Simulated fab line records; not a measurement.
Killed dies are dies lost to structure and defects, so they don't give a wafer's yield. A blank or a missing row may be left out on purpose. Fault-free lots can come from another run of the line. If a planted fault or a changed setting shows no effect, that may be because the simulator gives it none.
fab line records	flow nand-harc
record: lots: 6	wafers: 18	last-day: 33
route steps=1302 shown A_CHANNEL_HOLE_D2@583 A_CHANNEL_FILL_D2@610 END@1302
lots untouched by any fault: they come from a run of this same line in which no faults occurred
start-h: hours from the record's first day to the start of the lot's first wafer shown	wait-h: hours since the lot's step before	" unchanged from the row above	L1.1+2: one row covering several wafers at once	- value missing, or start not given	* or withheld: withheld	< > ~ a bound
route shown NAME@n: a module of which the file shows steps, and the number in the route of the first	usual: mean/standard deviation of fault-free wafers	same: alike in all rows	chamber/n: place in a boat	sites: the reading at each site	_std_site: how widely they spread, as a standard deviation	_edge_site: mean of outer sites minus mean of inner sites	radius-mm: for every site, how far away it sits from the centre of the wafer	mask NAME#n: copy n	behind: the last tool/chamber to shape the wafer	hold: the reason the lot was held/the length of the hold in hours/how it ended	device: the transistor (n, p or np) that didn't switch	end of line: tests run on the same wafers once the route is complete	step lacking rows: just its recipe	killed: the dies lost at the first sort to structure and to defects; this is not the yield of the wafer	map: the dies of a wafer, with x for killed, . for not killed, _ for no die there
set.NAME: the setting that was run; set.NAME@STEP: the one run at that earlier step	model.NAME: the simulator's own value behind a step, which no gauge read
lots seen at some steps along the route; tables by step, rows by wafer
services: when a tool's chamber went out of use (start-h, in hours from the record's first day, below 0 if earlier), for how many hours, and the reason
== steps ==
step: NHARC_A_CHANNEL_HOLE_D2_OVL_MEAS_11
usual: overlay-x-nm: -0.3/0.81	overlay-y-nm: -0.1/0.87
lot.wafer	tool	chamber	start-h	wait-h	overlay-x-nm	overlay-y-nm
L520.2	overlay-02	-	307.51	-	-0.8	0.1
L520.4	"	-	"	"	-0.5	0.7
L520.5	"	-	"	"	-0.5	0.1
L522.1	overlay-02	-	319.03	-	0.4	-1.1
L522.3	"	-	"	"	-0.2	-1.4
L522.5	"	-	"	"	0.3	-1.2
L526.1	overlay-01	-	367.98	-	-1.2	-0.7
L526.3	"	-	"	"	-1.0	-0.5
L526.5	"	-	"	"	-1.5	-0.1
L540.3	overlay-02	-	503.07	-	0.0	1.0
L540.5	"	-	"	"	0.2	1.2
L540.6	"	-	"	"	-0.2	1.3
L539.1	overlay-01	-	504.72	-	-0.9	-0.9
L539.4	"	-	"	"	-0.5	-0.6
L539.5	"	-	"	"	-1.2	-1.3
L541.1	overlay-02	-	517.42	-	0.4	0.6
L541.2	"	-	"	"	0.4	0.8
L541.3	"	-	"	"	0.3	0.2
step: NHARC_A_CHANNEL_HOLE_D2_INSPECT_12
usual: raw-defect-count: 32/22
lot.wafer	tool	chamber	start-h	wait-h	raw-defect-count
L520.2	defect-inspect-02	-	307.54	0.0	47
L520.4	"	-	"	"	45
L520.5	"	-	"	"	67
L522.1	defect-inspect-01	-	319.06	0.0	4
L522.3	"	-	"	"	6
L522.5	"	-	"	"	6
L526.1	defect-inspect-02	-	368.02	0.0	9
L526.3	"	-	"	"	10
L526.5	"	-	"	"	9
L540.3	defect-inspect-01	-	503.11	0.0	4
L540.5	"	-	"	"	5
L540.6	"	-	"	"	4
L539.1	defect-inspect-01	-	504.75	0.0	30
L539.4	"	-	"	"	42
L539.5	"	-	"	"	23
L541.1	defect-inspect-02	-	517.45	0.0	29
L541.2	"	-	"	"	25
L541.3	"	-	"	"	23
step: NHARC_A_CHANNEL_HOLE_D2_DESCUM_15
recipe: time-s: 3	o2-flow-sccm: 200	ar-flow-sccm: 0	bias-power-w: 0	chemistry: O2
usual: drypump-motor-current-A: 5.6/0.54	o2-flow-sccm: 200.1/0.66	oes-product-au: 1.004/0.01	rf-vpp-V: 58.0/0.9	showerhead-plenum-p-Torr: 1.95/0.071	throttle-valve-pct: 11.311/0.0096
lot.wafer	tool	chamber	start-h	wait-h	drypump-motor-current-A	o2-flow-sccm	oes-product-au	rf-hours-counter-h	rf-vpp-V	showerhead-plenum-p-Torr	throttle-valve-pct
L520.2	rie-diel-13	2	307.60	0.1	6.5	200.1	1.017	7	58.0	2.01	11.309
L520.5	"	0	"	"	5.7	200.4	1.017	-	57.8	1.90	11.316
L520.4	"	1	"	"	4.9	199.5	1.006	-	59.4	2.03	11.299
L522.3	rie-diel-10	3	319.12	0.1	5.0	200.6	1.005	4	58.6	2.00	11.305
L522.1	"	1	"	"	5.7	199.9	0.997	4	59.5	2.00	11.310
L522.5	"	0	"	"	4.9	199.4	1.005	-	57.6	1.90	11.317
L526.1	rie-diel-13	3	368.08	0.1	6.2	199.2	1.009	2	57.7	1.86	11.316
L526.3	"	2	"	"	6.6	199.4	1.006	2	57.9	2.01	11.305
L526.5	"	3	"	"	6.2	199.7	1.005	-	58.4	1.86	11.314
L540.3	rie-diel-10	0	503.19	0.1	4.9	200.0	1.004	4	57.5	1.90	11.293
L540.6	"	2	"	"	6.1	199.2	1.005	-	56.4	1.92	11.305
L540.5	"	3	"	"	5.0	200.4	1.005	-	56.5	2.00	11.313
L539.4	rie-diel-01	1	504.82	0.1	5.2	199.4	1.008	5	58.7	2.05	11.320
L539.1	"	2	"	"	5.9	199.1	0.973	5	57.1	1.86	11.303
L539.5	"	0	"	"	6.2	199.7	0.999	-	57.7	2.01	11.307
L541.3	rie-diel-01	1	517.52	0.1	5.2	199.5	1.006	7	58.5	2.05	11.316
L541.1	"	2	"	"	5.9	200.1	0.983	7	57.6	1.86	11.314
L541.2	"	3	"	"	5.9	200.3	1.001	7	56.4	1.80	11.300
step: NHARC_A_CHANNEL_HOLE_D2_ETCH_38
recipe: target-depth-a: 390	over-etch-frac: 0.3	time-s: 65	ion-energy-ev: 80	cf4-flow-sccm: 150	ar-flow-sccm: 0	rf-w: 300	bias-w: 100	chemistry: CF4
usual: cf4-flow-sccm: 150.0/0.42	drypump-motor-current-A: 5.6/0.53	oes-product-au: 1.003/0.01	rf-vpp-V: 151.6/1.3	showerhead-plenum-p-Torr: 1.80/0.062	throttle-valve-pct: 13.284/0.0097
lot.wafer	tool	chamber	start-h	wait-h	cf4-flow-sccm	drypump-motor-current-A	oes-product-au	rf-hours-counter-h	rf-vpp-V	showerhead-plenum-p-Torr	throttle-valve-pct
L520.2	rie-diel-13	0	307.72	0.1	150.5	5.7	1.011	11	151.1	1.76	13.284
L520.5	"	1	"	"	150.0	4.9	1.013	-	152.0	1.87	13.286
L520.4	"	0	"	"	150.1	5.7	1.010	-	151.2	1.76	13.276
L522.1	rie-diel-10	1	319.22	0.1	151.1	5.7	0.999	4	152.2	1.84	13.278
L522.3	"	2	"	"	149.5	6.0	1.016	4	150.0	1.78	13.282
L522.5	"	3	"	"	149.4	5.0	1.009	-	152.7	1.84	13.278
L526.1	rie-diel-13	1	368.16	0.1	150.1	4.9	1.001	1	153.3	1.87	13.277
L526.3	"	2	"	"	150.2	6.6	1.016	2	151.2	1.85	13.273
L526.5	"	1	"	"	150.7	5.0	1.008	-	153.4	1.87	13.289
L540.3	rie-diel-10	3	503.27	0.1	150.1	5.0	0.986	4	152.1	1.84	13.275
L540.5	"	1	"	"	151.0	5.7	0.997	-	152.3	1.84	13.284
L540.6	"	2	"	"	150.3	6.0	0.999	-	151.9	1.77	13.270
L539.4	rie-diel-01	2	504.91	0.1	149.3	5.9	0.983	5	151.4	1.72	13.285
L539.1	"	0	"	"	150.2	6.2	1.000	5	152.3	1.85	13.286
L539.5	"	2	"	"	149.4	5.8	0.970	-	150.6	1.72	13.302
L541.3	rie-diel-01	1	517.60	0.1	150.4	5.2	0.998	7	152.8	1.88	13.299
L541.1	"	2	"	"	149.6	5.9	0.982	7	150.1	1.72	13.289
L541.2	"	3	"	"	150.5	5.9	0.995	7	149.4	1.67	13.277
step: NHARC_A_CHANNEL_HOLE_D2_ETCH_39
recipe: target-depth-a: 2600	over-etch-frac: 0.3	time-s: 325	ion-energy-ev: 200	n2-flow-sccm: 150	h2-flow-sccm: 150	ar-flow-sccm: 0	rf-w: 400	bias-w: 150	chemistry: N2/H2
step: NHARC_A_CHANNEL_HOLE_D2_ETCH_34
recipe: target-depth-a: 1540	time-s: 77	cf4-flow-sccm: 100	chf3-flow-sccm: 30	ar-flow-sccm: 0	rf-w: 500	bias-w: 200	chemistry: CF4/CHF3
step: NHARC_A_CHANNEL_HOLE_D2_ETCH_16
recipe: target-depth-a: 31000	over-etch-frac: 0.3	time-s: 806	ion-energy-ev: 150	o2-flow-sccm: 400	cos-flow-sccm: 20	ar-flow-sccm: 0	rf-w: 500	bias-w: 300	chemistry: O2/COS
step: NHARC_A_CHANNEL_HOLE_D2_CD_MEAS_18
usual: cd-nm: 99.7/2.9
lot.wafer	tool	chamber	start-h	wait-h	cd-nm
L520.2	cd-sem-01	-	308.92	-	100.3
L520.4	"	-	"	"	95.0
L520.5	"	-	"	"	89.2
L522.1	cd-sem-01	-	320.24	-	100.9
L522.3	"	-	"	"	97.6
L522.5	"	-	"	"	99.7
L526.1	cd-sem-02	-	369.18	-	96.9
L526.3	"	-	"	"	100.7
L526.5	"	-	"	"	102.9
L540.3	cd-sem-03	-	504.28	-	95.9
L540.5	"	-	"	"	99.8
L540.6	"	-	"	"	101.3
L539.1	cd-sem-01	-	505.91	-	103.5
L539.4	"	-	"	"	106.4
L539.5	"	-	"	"	101.3
L541.1	cd-sem-03	-	518.62	-	100.2
L541.2	"	-	"	"	101.6
L541.3	"	-	"	"	104.3
step: NHARC_A_CHANNEL_HOLE_D2_ETCH_19
recipe: bias-v: 1200	source-w: 2500	pressure-mtorr: 15	time-s: 34.5	ar-flow-sccm: 375	c4f8-flow-sccm: 28.8	o2-flow-sccm: 96.2	temp-c: -20	target-depth-a: *	chemistry: C4F8/O2/Ar
step: NHARC_A_CHANNEL_HOLE_D2_ETCH_20
recipe: bias-v: 3000	source-w: withheld	pressure-mtorr: 20	time-s: 361.9	ar-flow-sccm: 375	c4f8-flow-sccm: 89.3	o2-flow-sccm: 35.7	temp-c: -20	target-depth-a: 16000	chemistry: C4F8/O2/Ar
usual: drypump-motor-current-A: 5.6/0.36	o2-flow-sccm: 35.71/0.11	showerhead-plenum-p-Torr: 3.68/0.13	throttle-valve-pct: 32.156/0.0095
lot.wafer	tool	chamber	start-h	wait-h	drypump-motor-current-A	o2-flow-sccm	rf-hours-counter-h	showerhead-plenum-p-Torr	throttle-valve-pct
L520.2	har-etch-01	1	311.04	0.1	5.1	35.73	164	3.69	32.148
L520.4	"	1	"	"	5.1	35.73	-	3.69	32.143
L520.5	"	1	"	"	5.1	35.78	-	3.69	32.145
L522.1	har-etch-02	1	320.47	0.1	5.7	35.80	376	3.92	32.158
L522.3	"	0	"	"	5.7	35.73	-	3.65	32.150
L522.5	"	0	"	"	5.7	35.65	-	3.66	32.153
L526.1	har-etch-01	1	372.17	0.1	5.1	35.64	198	3.67	32.159
L526.3	"	1	"	"	5.1	35.76	-	3.67	32.154
L526.5	"	1	"	"	5.1	35.64	-	3.67	32.161
L540.3	har-etch-01	1	506.84	0.2	5.1	35.76	-	3.62	32.139
L540.5	"	0	"	"	6.1	35.79	-	3.54	32.151
L540.6	"	1	"	"	5.1	35.68	-	3.62	32.148
L539.1	har-etch-02	1	508.08	0.1	5.7	35.70	69	3.86	32.155
L539.4	"	1	"	"	5.7	35.63	-	3.86	32.152
L539.5	"	1	"	"	5.6	35.68	-	3.86	32.167
L541.1	har-etch-01	0	518.98	0.1	6.1	35.69	290	3.53	32.146
L541.2	"	1	"	"	5.1	35.82	290	3.62	32.180
L541.3	"	0	"	"	6.1	35.72	-	3.53	32.167
step: NHARC_A_CHANNEL_HOLE_D2_ETCH_21
recipe: bias-v: 3000	source-w: withheld	pressure-mtorr: 20	time-s: 514.3	ar-flow-sccm: 375	c4f8-flow-sccm: 89.3	o2-flow-sccm: 35.7	temp-c: -20	target-depth-a: 16000	chemistry: C4F8/O2/Ar
step: NHARC_A_CHANNEL_HOLE_D2_ETCH_22
recipe: bias-v: 3000	source-w: withheld	pressure-mtorr: 20	time-s: 666.7	ar-flow-sccm: 375	c4f8-flow-sccm: 89.3	o2-flow-sccm: 35.7	temp-c: -20	target-depth-a: 16000	chemistry: C4F8/O2/Ar
step: NHARC_A_CHANNEL_HOLE_D2_ETCH_23
recipe: bias-v: 5000	source-w: withheld	pressure-mtorr: 20	time-s: 819	ar-flow-sccm: 375	c4f8-flow-sccm: 89.3	o2-flow-sccm: 35.7	temp-c: -20	target-depth-a: 16000	chemistry: C4F8/O2/Ar
usual: drypump-motor-current-A: 5.7/0.36	o2-flow-sccm: 35.72/0.12	showerhead-plenum-p-Torr: 3.68/0.13	throttle-valve-pct: 32.155/0.0099
lot.wafer	tool	chamber	start-h	wait-h	drypump-motor-current-A	o2-flow-sccm	rf-hours-counter-h	showerhead-plenum-p-Torr	throttle-valve-pct
L520.2	har-etch-01	1	312.43	0.5	5.1	35.64	165	3.69	32.139
L520.4	"	1	"	"	5.1	35.66	-	3.69	32.171
L520.5	"	1	"	"	5.1	35.78	-	3.69	32.145
L522.1	har-etch-02	1	321.85	0.5	5.7	35.79	377	3.92	32.146
L522.3	"	0	"	"	5.7	35.92	-	3.65	32.164
L522.5	"	0	"	"	5.7	35.54	-	3.65	32.160
L526.1	har-etch-01	1	373.57	0.5	5.1	35.70	200	3.67	32.147
L526.3	"	1	"	"	5.1	35.75	-	3.67	32.153
L526.5	"	1	"	"	5.1	35.63	-	3.67	32.152
L540.3	har-etch-01	1	508.35	0.5	5.1	35.83	-	3.62	32.149
L540.5	"	0	"	"	6.1	35.81	-	3.54	32.141
L540.6	"	1	"	"	5.1	35.60	-	3.62	32.165
L539.1	har-etch-02	1	509.42	0.5	5.7	35.75	70	3.86	32.144
L539.4	"	1	"	"	5.7	35.63	-	3.86	32.156
L539.5	"	1	"	"	5.7	35.77	-	3.86	32.153
L541.1	har-etch-01	0	520.29	0.5	6.1	35.85	292	3.53	32.160
L541.2	"	1	"	"	5.1	35.81	292	3.62	32.142
L541.3	"	0	"	"	6.1	35.78	-	3.53	32.151
step: NHARC_A_CHANNEL_HOLE_D2_ETCH_24
recipe: bias-v: 5000	source-w: withheld	pressure-mtorr: 20	time-s: 906.2	ar-flow-sccm: 375	c4f8-flow-sccm: 93.8	o2-flow-sccm: 31.2	temp-c: -20	target-depth-a: 15000	chemistry: C4F8/O2/Ar
step: NHARC_A_CHANNEL_HOLE_D2_ETCH_25
recipe: bias-v: 5000	source-w: withheld	pressure-mtorr: 20	time-s: 1040.2	ar-flow-sccm: 375	c4f8-flow-sccm: 93.8	o2-flow-sccm: 31.2	temp-c: -20	target-depth-a: 15000	chemistry: C4F8/O2/Ar
step: NHARC_A_CHANNEL_HOLE_D2_ETCH_26
recipe: bias-v: 300	source-w: 2000	pressure-mtorr: 30	time-s: 224.1	ar-flow-sccm: 375	c4f8-flow-sccm: 11.4	o2-flow-sccm: 113.6	temp-c: -20	target-depth-a: 3000	chemistry: C4F8/O2/Ar
step: NHARC_A_CHANNEL_HOLE_D2_ETCH_27
recipe: bias-v: 400	source-w: 2000	pressure-mtorr: 25	time-s: 90	ar-flow-sccm: 375	c4f8-flow-sccm: 41.7	o2-flow-sccm: 83.3	temp-c: -20	target-depth-a: 4000	chemistry: C4F8/O2/Ar
usual: drypump-motor-current-A: 5.6/0.36	o2-flow-sccm: 83.27/0.25	showerhead-plenum-p-Torr: 3.72/0.13	throttle-valve-pct: 27.620/0.01
lot.wafer	tool	chamber	start-h	wait-h	drypump-motor-current-A	o2-flow-sccm	rf-hours-counter-h	showerhead-plenum-p-Torr	throttle-valve-pct
L520.2	har-etch-01	1	314.89	0.2	5.1	83.20	168	3.73	27.616
L520.4	"	1	"	"	5.1	83.11	-	3.73	27.605
L520.5	"	1	"	"	5.1	83.23	-	3.73	27.617
L522.1	har-etch-02	1	324.33	0.2	5.7	83.36	379	3.97	27.609
L522.3	"	0	"	"	5.7	83.69	-	3.69	27.632
L522.5	"	0	"	"	5.7	83.25	-	3.69	27.605
L526.1	har-etch-01	1	376.04	0.2	5.1	83.26	202	3.71	27.638
L526.3	"	1	"	"	5.1	83.16	-	3.71	27.625
L526.5	"	1	"	"	5.1	83.28	-	3.71	27.606
L540.3	har-etch-01	1	510.65	0.2	5.1	83.20	-	3.66	27.616
L540.5	"	0	"	"	6.1	83.38	-	3.57	27.616
L540.6	"	1	"	"	5.1	83.22	-	3.66	27.626
L539.1	har-etch-02	1	511.97	0.2	5.7	83.18	72	3.91	27.607
L539.4	"	1	"	"	5.7	83.50	-	3.91	27.614
L539.5	"	1	"	"	5.7	83.26	-	3.91	27.614
L541.1	har-etch-01	0	522.84	0.2	6.1	82.84	294	3.57	27.623
L541.2	"	1	"	"	5.1	83.23	294	3.66	27.615
L541.3	"	0	"	"	6.1	82.84	-	3.57	27.613
step: NHARC_A_CHANNEL_HOLE_D2_STRIP_41
recipe: n2-flow-sccm: 150	h2-flow-sccm: 150	ar-flow-sccm: 0	bias-w: 0	chemistry: N2/H2
step: NHARC_A_CHANNEL_HOLE_D2_STRIP_42
recipe: cf4-flow-sccm: 100	chf3-flow-sccm: 30	ar-flow-sccm: 0	bias-w: 0	chemistry: CF4/CHF3
step: NHARC_A_CHANNEL_HOLE_D2_STRIP_43
recipe: o2-flow-sccm: 400	cos-flow-sccm: 20	ar-flow-sccm: 0	bias-w: 0	chemistry: O2/COS
step: NHARC_A_CHANNEL_HOLE_D2_ETCH_44
recipe: target-depth-a: 1400	overetch-a: 140	time-s: 77	ion-energy-ev: 100	cf4-flow-sccm: 80	o2-flow-sccm: 20	ar-flow-sccm: 0	rf-w: 300	bias-w: 100	chemistry: CF4/O2
usual: cf4-flow-sccm: 80.01/0.24	drypump-motor-current-A: 5.7/0.54	o2-flow-sccm: 20.01/0.064	oes_o_777_au: 1.000/0.0048	oes-product-au: 1.004/0.011	rf-vpp-V: 198.2/1.2	showerhead-plenum-p-Torr: 1.36/0.052	throttle-valve-pct: 13.397/0.0086
lot.wafer	tool	chamber	start-h	wait-h	cf4-flow-sccm	drypump-motor-current-A	o2-flow-sccm	oes_o_777_au	oes-product-au	rf-hours-counter-h	rf-vpp-V	showerhead-plenum-p-Torr	throttle-valve-pct
L520.2	rie-diel-13	1	315.64	0.1	79.98	4.9	20.09	1.003	1.005	14	199.3	1.42	13.397
L520.5	"	1	"	"	79.96	4.9	20.02	1.006	1.010	-	199.6	1.42	13.382
L520.4	"	2	"	"	80.26	6.5	19.98	1.004	1.004	-	198.0	1.40	13.387
L522.1	rie-diel-13	2	325.05	0.1	80.20	6.5	20.03	1.004	1.005	10	198.4	1.40	13.402
L522.3	"	3	"	"	79.57	6.2	19.97	1.000	1.013	10	196.9	1.30	13.401
L522.5	"	2	"	"	80.10	6.5	20.07	1.006	1.010	-	197.4	1.40	13.389
L526.1	rie-diel-10	2	376.77	0.1	80.31	6.0	19.93	0.999	1.003	6	198.4	1.34	13.395
L526.3	"	3	"	"	80.00	5.0	20.06	0.993	1.005	7	200.7	1.39	13.393
L526.5	"	2	"	"	80.34	6.1	19.86	0.996	0.997	-	197.3	1.34	13.409
L540.3	rie-diel-10	1	511.33	0.1	79.95	5.7	20.01	1.003	0.993	5	199.2	1.39	13.408
L540.5	"	3	"	"	79.75	5.0	20.04	0.999	1.002	-	200.1	1.39	13.402
L540.6	"	0	"	"	79.64	4.9	19.98	1.002	1.010	-	198.8	1.32	13.389
L539.4	rie-diel-13	2	512.71	0.0	80.13	6.6	20.03	0.997	0.998	13	199.6	1.40	13.397
L539.1	"	0	"	"	79.64	5.7	20.07	1.001	1.006	12	198.6	1.32	13.402
L539.5	"	3	"	"	80.00	6.2	20.00	0.999	0.993	-	197.1	1.30	13.410
L541.1	rie-diel-01	0	523.59	0.1	80.38	6.2	19.87	0.999	0.989	8	199.0	1.40	13.398
L541.3	"	1	"	"	79.83	5.2	20.02	0.998	1.009	8	197.2	1.43	13.401
L541.2	"	2	"	"	80.05	5.9	20.06	0.998	0.989	8	197.9	1.30	13.389
step: NHARC_A_CHANNEL_HOLE_D2_STRIP_28
recipe: o2-flow-sccm: 500	ar-flow-sccm: 0	bias-w: 0	chemistry: O2
step: NHARC_A_CHANNEL_HOLE_D2_PRECLEAN_29
recipe: time-s: *	temp-c: 50	bath-age-min: 0	chemistry: SC1
step: NHARC_A_CHANNEL_HOLE_D2_SRD_30
step: NHARC_A_CHANNEL_HOLE_D2_CD_MEAS_31
usual: cd-nm: 90.2/1.6
lot.wafer	tool	chamber	start-h	wait-h	cd-nm
L520.2	cd-sem-01	-	316.57	-	92.2
L520.4	"	-	"	"	89.6
L520.5	"	-	"	"	91.0
L522.1	cd-sem-02	-	325.84	-	89.6
L522.3	"	-	"	"	88.6
L522.5	"	-	"	"	90.4
L526.1	cd-sem-03	-	377.55	-	90.6
L526.3	"	-	"	"	88.5
L526.5	"	-	"	"	90.9
L540.3	cd-sem-03	-	512.13	-	89.8
L540.5	"	-	"	"	89.7
L540.6	"	-	"	"	89.4
L539.1	cd-sem-02	-	513.51	-	89.3
L539.4	"	-	"	"	90.2
L539.5	"	-	"	"	91.9
L541.1	cd-sem-03	-	524.39	-	92.4
L541.2	"	-	"	"	91.8
L541.3	"	-	"	"	90.1
step: NHARC_A_CHANNEL_HOLE_D2_XSEM_32
recipe: landing-energy-ev: 35000
step: NHARC_A_CHANNEL_HOLE_D2_INSPECT_40
usual: raw-defect-count: 262/72
lot.wafer	tool	chamber	start-h	wait-h	raw-defect-count
L520.2	defect-inspect-02	-	316.75	-	206
L520.4	"	-	"	"	307
L520.5	"	-	"	"	264
L522.1	defect-inspect-01	-	326.02	-	393
L522.3	"	-	"	"	336
L522.5	"	-	"	"	314
L526.1	defect-inspect-02	-	377.74	-	307
L526.3	"	-	"	"	213
L526.5	"	-	"	"	229
L540.3	defect-inspect-02	-	512.31	-	578
L540.5	"	-	"	"	557
L540.6	"	-	"	"	551
L539.1	defect-inspect-01	-	513.70	-	187
L539.4	"	-	"	"	251
L539.5	"	-	"	"	326
L541.1	defect-inspect-01	-	524.57	-	530
L541.2	"	-	"	"	532
L541.3	"	-	"	"	538
step: NHARC_A_CHANNEL_FILL_D2_PRECLEAN_00
recipe: time-s: *	temp-c: 50	bath-age-min: 0	chemistry: SC1
step: NHARC_END_SORT_01
recipe: temp-c: 25
usual: killed-at-array: 52/19	killed-at-other: 1.0/1.2	killed-at-periphery: 4.1/2.8	killed-dies: 57/19	killed-open: 3.1/1.7	killed-short: 2.5/1.5
same: gross-dies: 677
lot.wafer	tool	chamber	start-h	wait-h	killed-at-array	killed-at-other	killed-at-periphery	killed-dies	killed-open	killed-short
L540.3	prober-02	0	772.87	3.1	108	1	7	116	3	3
L540.5	prober-02	0	774.51	3.8	47	4	6	57	2	5
L540.6	prober-02	0	775.33	4.1	91	1	4	96	3	2
L541.1	prober-01	0	785.33	2.5	69	0	6	75	2	2
L541.2	prober-01	0	786.13	2.8	103	0	6	109	0	5
L541.3	prober-01	0	786.93	3.1	40	0	9	49	2	5
killed by level:class
L540.3 A_CHANNEL_HOLE_D2:unspecified=69 A_SLIT:chamber-film-flake=13 A_CHANNEL_HOLE_D2:chamber-film-flake=9 A_CONTACT:chamber-film-flake=6 P_ZERO_WELL:chamber-film-flake=4 A_STAIRCASE:chamber-film-flake=3 A_ONON_D1:geometric-particle:short=2 P_GATE:geometric-particle:open=1
L540.5 A_CHANNEL_HOLE_D2:unspecified=19 A_CONTACT:chamber-film-flake=10 A_CHANNEL_HOLE_D2:chamber-film-flake=4 THIN_TSV:chamber-film-flake=4 P_M2:chamber-film-flake=3 A_SLIT:chamber-film-flake=3 A_STAIRCASE:chamber-film-flake=3 P_ZERO_WELL:chamber-film-flake=2
L540.6 A_CHANNEL_HOLE_D2:unspecified=66 A_CHANNEL_HOLE_D2:chamber-film-flake=6 A_SLIT:chamber-film-flake=5 A_STAIRCASE:chamber-film-flake=4 A_CONTACT:chamber-film-flake=4 P_M2:chamber-film-flake=3 P_GATE:geometric-particle:short=1 A_CHANNEL_FILL_D1:geometric-particle:open=1
L541.1 A_CHANNEL_HOLE_D1:chamber-film-flake=23 A_CHANNEL_HOLE_D2:unspecified=20 A_CONTACT:chamber-film-flake=10 A_CHANNEL_HOLE_D2:chamber-film-flake=5 A_STAIRCASE:chamber-film-flake=5 P_STI:chamber-film-flake=3 P_M1:geometric-particle:open=1 A_SOURCE_PLATE:geometric-particle:open=1
L541.2 A_CHANNEL_HOLE_D2:unspecified=63 A_CHANNEL_HOLE_D2:chamber-film-flake=9 A_SLIT:chamber-film-flake=8 A_CHANNEL_HOLE_D1:chamber-film-flake=6 A_STAIRCASE:chamber-film-flake=5 P_STI:chamber-film-flake=3 A_CONTACT:chamber-film-flake=3 P_CONTACT:geometric-particle:short=2
L541.3 A_CHANNEL_HOLE_D2:unspecified=20 A_M1:chamber-film-flake=6 P_STI:chamber-film-flake=5 A_SLIT:chamber-film-flake=5 A_CONTACT:chamber-film-flake=2 P_GATE:geometric-particle:open=1 P_CONTACT:geometric-particle:short=1 P_M0:geometric-particle:open=1
== services ==
tool	chamber	start-h	hours	kind
rie-diel-13	2	290.62	6.3	repair
rie-diel-01	2	294.55	8.8	repair
rie-diel-13	0	296.78	-	clean
rie-diel-13	1	296.78	-	clean
rie-diel-13	3	296.78	-	clean
rie-diel-13	3	305.49	14.4	repair
rie-diel-01	-	307.05	0.8	repair
rie-diel-13	0	321.28	-	clean
rie-diel-10	1	321.33	4.5	repair
rie-diel-13	-	342.00	9.0	pm
rie-diel-13	1	371.13	10.2	repair
har-etch-02	-	377.00	17.0	pm
rie-diel-01	-	380.80	9.0	pm
rie-diel-13	0	389.74	9.9	repair
rie-diel-10	0	394.16	1.9	repair
rie-diel-10	3	400.42	5.2	repair
rie-diel-13	3	405.95	9.0	repair
rie-diel-10	-	419.57	9.0	pm
rie-diel-10	-	434.50	1.1	repair
rie-diel-13	3	445.21	13.6	repair
rie-diel-01	-	475.02	0.2	repair
rie-diel-01	-	479.74	0.3	repair
rie-diel-10	2	495.53	2.9	repair
rie-diel-13	-	519.00	9.0	pm
== key ==
first-sign: step: NHARC_A_CHANNEL_HOLE_D2_INSPECT_40	reading: raw-defect-count	direction: up	sigmas: 4	usual: 262	struck: 548
effect none on later readings
met-at NHARC_A_CHANNEL_HOLE_D2_ETCH_23
struck-wafers L540.3,L540.5,L540.6,L541.1,L541.2,L541.3
tester-left-out L540,L541
onset-between 373.57 508.35
also-fits NHARC_A_CHANNEL_HOLE_D2_ETCH_20:har-etch-01,NHARC_A_CHANNEL_HOLE_D2_ETCH_27:har-etch-01
fault: kind: chamber-particle-source	tool: har-etch-01	chamber: -	onset-h: 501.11	steps: NHARC_A_CHANNEL_HOLE_D2_ETCH_23	rate-per-visit-cm2: 0.53654	end-h: 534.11
tester-left-out: of these lots the tester's yield and bins aren't shown, on N5 and GAA mostly nor the transistor test; their killed dies are dies lost to structure and defects alone, not to doping, threshold or leakage, so they don't give the yield
